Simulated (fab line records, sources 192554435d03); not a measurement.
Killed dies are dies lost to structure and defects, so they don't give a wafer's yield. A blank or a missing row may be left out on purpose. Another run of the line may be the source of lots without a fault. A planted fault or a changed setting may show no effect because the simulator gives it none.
Matching of chambers -- flow n5-finfet -- N5_BEOL_M10_STRIP_36 on rie-diel-02 has 4 sister chambers
The step strips in N2/H2. 4 wafers are shown with their chamber, then 10 later ones without.

## WAFERS PAIRED WITH THEIR CHAMBERS
wafer,chamber,drypump-motor-current-A (A)
L086.1,1,4.9
L086.4,2,5.9
L087.1,0,5.7
L087.2,3,5.4

## WAFERS MISSING THEIR CHAMBER
wafer,drypump-motor-current-A (A)
L087.6,5.0
L091.1,5.7
L091.3,5.9
L091.4,5.9
L093.1,5.4
L093.2,5.7
L093.3,5.0
L096.1,5.6
L096.2,5.0
L096.4,5.4

## WHICH CHAMBER EACH ONE RAN IN
wafer,from the rows above,in truth
L087.6,1,1
L091.1,0,0
L091.3,2,2
L091.4,2,2
L093.1,3,3
L093.2,0,0
L093.3,1,1
L096.1,can't be placed: 0 or 3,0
L096.2,1,1
L096.4,3,3
9 of 10 placed correctly. Can't be placed from these rows: 1 (the true chamber is among the candidates in 1). Number placed wrongly: 0.
How it was worked out, from the rows above alone: a wafer's distance from a chamber is the root of the sum, over the readings, of the square of ((its reading less the chamber's mean) divided by the reading's scatter). If the next closest chamber is less than 2 further off than the closest, the wafer can't be placed; otherwise it belongs to the closest. The mean given for a chamber averages the wafers shown for that chamber. The scatter: with one shown wafer a chamber, the root of the mean of the squares of how far each hidden wafer lies from its nearest shown one.
